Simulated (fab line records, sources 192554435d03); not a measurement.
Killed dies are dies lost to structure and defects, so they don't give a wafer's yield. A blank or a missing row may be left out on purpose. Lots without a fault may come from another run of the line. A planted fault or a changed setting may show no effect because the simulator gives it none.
Which tool did it? | flow n5_finfet | 24 lots, 72 wafers sampled, at 4 steps of a route of 1938

WHAT THE GAUGES READ, wafer by wafer
N5_STI_FIN_REVEAL_CD_MEAS_22: target cd 6.238 nm, pitch 28 nm. Usual: cd_nm 6.2 nm, standard deviation 0.33.
lot  | measured    | on        | cd_nm (nm)  | flag
L074 | day 2 12:44 | cd_sem-01 | 5.7 5.8 5.6 |
L075 | day 2 21:13 | cd_sem-03 | 6.4 6.6 6.2 |
L076 | day 3 00:25 | cd_sem-02 | 6.2 5.8 6.5 |
L077 | day 3 08:02 | cd_sem-03 | 7.1 6.1 6.3 |
L078 | day 3 13:04 | cd_sem-03 | 6.2 6.5 5.9 |
L079 | day 3 19:28 | cd_sem-02 | 6.4 6.0 6.1 |
L080 | day 4 02:07 | cd_sem-02 | 6.3 6.2 6.9 |
L081 | day 4 08:17 | cd_sem-02 | 5.8 6.7 6.0 |
L082 | day 4 13:20 | cd_sem-02 | 6.7 6.1 5.9 |
L083 | day 4 18:26 | cd_sem-03 | 6.2 5.9 5.7 |
L084 | day 5 00:28 | cd_sem-01 | 6.1 6.4 6.0 |
L085 | day 5 08:08 | cd_sem-01 | 5.8 5.9 6.4 |
L086 | day 5 13:55 | cd_sem-03 | 5.8 5.8 5.7 |
L087 | day 5 22:20 | cd_sem-03 | 5.9 6.5 6.1 |
L088 | day 6 01:19 | cd_sem-03 | 5.9 6.1 5.6 |
L089 | day 6 06:29 | cd_sem-01 | 6.2 6.4 6.0 |
L090 | day 6 13:24 | cd_sem-03 | 6.7 6.2 6.6 |
L091 | day 6 19:41 | cd_sem-02 | 5.9 5.9 6.2 |
L092 | day 7 00:11 | cd_sem-01 | 5.8 6.4 6.1 |
L093 | day 7 06:10 | cd_sem-03 | 6.1 5.9 5.5 |
L094 | day 7 12:37 | cd_sem-01 | 6.0 5.8 6.1 |
L095 | day 7 19:08 | cd_sem-03 | 5.5 6.0 6.0 |
L096 | day 8 01:49 | cd_sem-01 | 6.0 6.2 6.1 |
L097 | day 8 07:05 | cd_sem-02 | 6.0 5.7 5.9 |

WHICH TOOL RAN EACH LOT (tool, then ch and the chambers of the sampled wafers, then the start)
lot  | N5_FIN_CUT_PRECLEAN_35            | N5_FIN_CUT_CUT_ETCH_28          | N5_FIN_CUT_STRIP_22
L074 | vapor_etch-02 ch 0,1, day 2 03:23 | rie_si-05 ch 1,2,3, day 2 03:31 | rie_diel-02 ch 0,1,2, day 2 03:35
L075 | vapor_etch-01 ch 1, day 2 10:22   | rie_si-03 ch 0,1,3, day 2 10:30 | rie_diel-03 ch 1,2,3, day 2 10:34
L076 | vapor_etch-01 ch 0,1, day 2 15:10 | rie_si-03 ch 0,2,3, day 2 15:18 | rie_diel-02 ch 0,1,3, day 2 15:22
L077 | vapor_etch-02 ch 0,1, day 2 22:55 | rie_si-03 ch 2,3, day 2 23:02   | rie_diel-01 ch 0,1,2, day 2 23:09
L078 | vapor_etch-02 ch 1, day 3 04:04   | rie_si-05 ch 0,1, day 3 04:13   | rie_diel-01 ch 0,2,3, day 3 04:17
L079 | vapor_etch-01 ch 0,1, day 3 09:35 | rie_si-06 ch 0,1,3, day 3 09:44 | rie_diel-03 ch 1,2,3, day 3 09:47
L080 | vapor_etch-02 ch 1, day 3 17:04   | rie_si-03 ch 0,1,2, day 3 17:13 | rie_diel-03 ch 0,2,3, day 3 17:17
L081 | vapor_etch-02 ch 1, day 3 21:15   | rie_si-05 ch 0,2,3, day 3 21:26 | rie_diel-03 ch 0,1,3, day 3 21:31
L082 | vapor_etch-01 ch 0,1, day 4 04:20 | rie_si-03 ch 0,1, day 4 04:29   | rie_diel-01 ch 0,1,2, day 4 04:33
L083 | vapor_etch-01 ch 0,1, day 4 09:29 | rie_si-03 ch 0,1,2, day 4 09:38 | rie_diel-03 ch 0,1,3, day 4 09:41
L084 | vapor_etch-02 ch 0,1, day 4 15:01 | rie_si-03 ch 0,2,3, day 4 15:08 | rie_diel-03 ch 0,2,3, day 4 15:13
L085 | vapor_etch-02 ch 0,1, day 4 21:46 | rie_si-05 ch 2,3, day 4 21:54   | rie_diel-02 ch 0,2,3, day 4 21:58
L086 | vapor_etch-02 ch 0, day 5 03:29   | rie_si-06 ch 0,3, day 5 03:37   | rie_diel-01 ch 1,2,3, day 5 03:41
L087 | vapor_etch-02 ch 0,1, day 5 13:23 | rie_si-05 ch 0,1,3, day 5 13:30 | rie_diel-03 ch 0,1,2, day 5 13:34
L088 | vapor_etch-01 ch 0,1, day 5 16:10 | rie_si-05 ch 1,3, day 5 16:19   | rie_diel-03 ch 0,1,3, day 5 16:25
L089 | vapor_etch-01 ch 0,1, day 5 21:28 | rie_si-03 ch 0,1,2, day 5 21:37 | rie_diel-03 ch 0,1, day 5 21:44
L090 | vapor_etch-02 ch 0,1, day 6 04:12 | rie_si-05 ch 0,1,3, day 6 04:20 | rie_diel-03 ch 0,1,3, day 6 04:33
L091 | vapor_etch-02 ch 0,1, day 6 10:26 | rie_si-03 ch 0,3, day 6 10:34   | rie_diel-01 ch 0,2, day 6 10:38
L092 | vapor_etch-01 ch 0,1, day 6 15:03 | rie_si-05 ch 2,3, day 6 15:11   | rie_diel-01 ch 2,3, day 6 15:15
L093 | vapor_etch-01 ch 0,1, day 6 20:55 | rie_si-05 ch 0,1,3, day 6 21:02 | rie_diel-01 ch 2,3, day 6 21:21
L094 | vapor_etch-02 ch 0,1, day 7 03:23 | rie_si-06 ch 0,3, day 7 03:31   | rie_diel-02 ch 0,1,2, day 7 03:35
L095 | vapor_etch-01 ch 0,1, day 7 09:57 | rie_si-03 ch 1,3, day 7 10:05   | rie_diel-01 ch 1,2, day 7 10:09
L096 | vapor_etch-01 ch 0,1, day 7 16:40 | rie_si-06 ch 0,3, day 7 16:48   | rie_diel-02 ch 1,3, day 7 16:52
L097 | vapor_etch-02 ch 1, day 7 21:51   | rie_si-05 ch 1,2,3, day 7 21:59 | rie_diel-01 ch 1,2, day 7 22:03
- N5_FIN_CUT_PRECLEAN_35: cleans in vHF, time 13.3 s.
- N5_FIN_CUT_CUT_ETCH_28: etches Si in HBr/Cl2/O2, target depth 6 nm, time 2.4 s.
- N5_FIN_CUT_STRIP_22: strips in N2/H2.

WHAT THE TOOLS THEMSELVES READ (means of the sampled wafers that have a number; where no wafer has one, the mark that the record gives instead)
N5_FIN_CUT_PRECLEAN_35. Usual: drypump_motor_current_A 6.14 A, standard deviation 0.24.
lot  | tool          | drypump_motor_current_A (A) | flag
L074 | vapor_etch-02 | 6.33                        |
L075 | vapor_etch-01 | 5.85                        |
L076 | vapor_etch-01 | 5.90                        |
L077 | vapor_etch-02 | 6.35                        |
L078 | vapor_etch-02 | 6.28                        |
L079 | vapor_etch-01 | 5.87                        |
L080 | vapor_etch-02 | 6.28                        |
L081 | vapor_etch-02 | 6.27                        |
L082 | vapor_etch-01 | 5.91                        |
L083 | vapor_etch-01 | 5.89                        |
L084 | vapor_etch-02 | 6.40                        |
L085 | vapor_etch-02 | 6.37                        |
L086 | vapor_etch-02 | 6.46                        |
L087 | vapor_etch-02 | 6.31                        |
L088 | vapor_etch-01 | 5.88                        |
L089 | vapor_etch-01 | 5.90                        |
L090 | vapor_etch-02 | 6.39                        |
L091 | vapor_etch-02 | 6.33                        |
L092 | vapor_etch-01 | 5.89                        |
L093 | vapor_etch-01 | 5.89                        |
L094 | vapor_etch-02 | 6.40                        |
L095 | vapor_etch-01 | 5.89                        |
L096 | vapor_etch-01 | 5.90                        |
L097 | vapor_etch-02 | 6.28                        |

N5_FIN_CUT_CUT_ETCH_28. Usual: drypump_motor_current_A 5.9 A, standard deviation 0.41; mfc_cl2_sccm 80.03 sccm, standard deviation 0.25; oes_product_au 1.002 a.u., standard deviation 0.014; throttle_valve_pct 37.2 %, standard deviation 0.4.
lot  | tool      | drypump_motor_current_A (A) | mfc_cl2_sccm (sccm) | oes_product_au (a.u.) | throttle_valve_pct (%) | flag
L074 | rie_si-05 | 6.1                         | 80.17               | 1.004                 | 37.5                   |
L075 | rie_si-03 | 5.8                         | 80.11               | 0.997                 | 37.2                   |
L076 | rie_si-03 | 5.5                         | 79.97               | 0.988                 | 37.3                   |
L077 | rie_si-03 | 5.6                         | 79.95               | 0.995                 | 37.3                   |
L078 | rie_si-05 | 6.4                         | 79.76               | 1.010                 | 37.2                   |
L079 | rie_si-06 | 5.9                         | 79.91               | 1.011                 | 37.0                   |
L080 | rie_si-03 | 5.9                         | 80.28               | 1.003                 | 37.1                   |
L081 | rie_si-05 | 6.1                         | 80.09               | 1.008                 | 37.0                   |
L082 | rie_si-03 | 5.9                         | 80.21               | 0.996                 | 37.2                   |
L083 | rie_si-03 | 5.9                         | 80.10               | 1.000                 | 37.1                   |
L084 | rie_si-03 | 5.5                         | 79.82               | 0.986                 | 37.3                   |
L085 | rie_si-05 | 6.0                         | 80.08               | 0.996                 | 37.5                   |
L086 | rie_si-06 | 5.6                         | 79.96               | 1.010                 | 36.9                   |
L087 | rie_si-05 | 6.1                         | 80.17               | 1.010                 | 37.0                   |
L088 | rie_si-05 | 6.1                         | 79.86               | 1.010                 | 37.4                   |
L089 | rie_si-03 | 5.9                         | 79.99               | 1.001                 | 37.1                   |
L090 | rie_si-05 | 6.1                         | 79.94               | 1.013                 | 37.0                   |
L091 | rie_si-03 | 5.4                         | 80.03               | 0.983                 | 37.4                   |
L092 | rie_si-05 | 5.9                         | 79.62               | 1.006                 | 37.2                   |
L093 | rie_si-05 | 6.1                         | 80.13               | 1.013                 | 37.0                   |
L094 | rie_si-06 | 5.6                         | 80.18               | 1.012                 | 36.9                   |
L095 | rie_si-03 | 5.7                         | 80.15               | 0.987                 | 37.2                   |
L096 | rie_si-06 | 5.8                         | 80.11               | 1.009                 | 36.9                   |
L097 | rie_si-05 | 6.1                         | 80.04               | 1.000                 | 37.4                   |

N5_FIN_CUT_STRIP_22. Usual: drypump_motor_current_A 5.7 A, standard deviation 0.43; oes_product_au 0.75 a.u., standard deviation 0.043; rf_vpp_V 54.4 V, standard deviation 2.5; showerhead_plenum_p_Torr 3.35 Torr, standard deviation 0.11; throttle_valve_pct 19.1 %, standard deviation 0.44.
lot  | tool        | drypump_motor_current_A (A) | oes_product_au (a.u.) | rf_vpp_V (V) | showerhead_plenum_p_Torr (Torr) | throttle_valve_pct (%) | flag
L074 | rie_diel-02 | 5.7                         | 0.77                  | 55.3         | 3.37                            | 18.9                   |
L075 | rie_diel-03 | 5.4                         | 0.73                  | 55.6         | 3.30                            | 19.4                   |
L076 | rie_diel-02 | 5.5                         | 0.79                  | 54.3         | 3.37                            | 18.8                   |
L077 | rie_diel-01 | 5.9                         | 0.78                  | 56.1         | 3.37                            | 18.8                   |
L078 | rie_diel-01 | 6.2                         | 0.77                  | 52.9         | 3.36                            | 18.9                   |
L079 | rie_diel-03 | 5.4                         | 0.73                  | 51.8         | 3.29                            | 19.5                   |
L080 | rie_diel-03 | 5.5                         | 0.76                  | 53.7         | 3.35                            | 19.3                   |
L081 | rie_diel-03 | 5.2                         | 0.74                  | 54.5         | 3.37                            | 19.2                   |
L082 | rie_diel-01 | 5.9                         | 0.76                  | 55.6         | 3.36                            | 18.8                   |
L083 | rie_diel-03 | 5.2                         | 0.73                  | 54.0         | 3.37                            | 19.3                   |
L084 | rie_diel-03 | 5.5                         | 0.75                  | 54.8         | 3.35                            | 19.3                   |
L085 | rie_diel-02 | 5.6                         | 0.77                  | 54.0         | 3.40                            | 18.7                   |
L086 | rie_diel-01 | 5.8                         | 0.77                  | 56.6         | 3.31                            | 19.1                   |
L087 | rie_diel-03 | 5.5                         | 0.71                  | 54.3         | 3.38                            | 19.6                   |
L088 | rie_diel-03 | 5.2                         | 0.73                  | 52.5         | 3.36                            | 19.2                   |
L089 | rie_diel-03 | 5.3                         | 0.73                  | 53.3         | 3.45                            | 19.4                   |
L090 | rie_diel-03 | 5.3                         | 0.74                  | 56.6         | 3.36                            | 19.2                   |
L091 | rie_diel-01 | 6.2                         | 0.76                  | 55.8         | 3.44                            | 18.6                   |
L092 | rie_diel-01 | 6.1                         | 0.75                  | 54.8         | 3.30                            | 19.2                   |
L093 | rie_diel-01 | 6.1                         | 0.74                  | 54.0         | 3.30                            | 19.2                   |
L094 | rie_diel-02 | 5.7                         | 0.73                  | 53.4         | 3.34                            | 18.9                   |
L095 | rie_diel-01 | 5.8                         | 0.75                  | 54.0         | 3.41                            | 18.9                   |
L096 | rie_diel-02 | 5.5                         | 0.78                  | 53.9         | 3.27                            | 18.8                   |
L097 | rie_diel-01 | 5.8                         | 0.75                  | 53.0         | 3.40                            | 18.9                   |

THE ANSWER, worked out from the rows above alone
Rule: a lot is off if the mean of its wafers that have a number lies more than 3 standard deviations from the usual mean. A lot without any number at a reading at which 4 lots or more have one is off too. The other lots that the step has rows for count as sound. The gauges are gone through in route order, then the tools' own readings, and for those a lot's mean is taken as printed above. The first step at which some lot is off is used, and at that step the reading that is off furthest; a lot without a number counts as furthest.
No lot is off at any reading shown: from this, nothing can be told.

WHAT THE SIMULATOR HAD PUT IN
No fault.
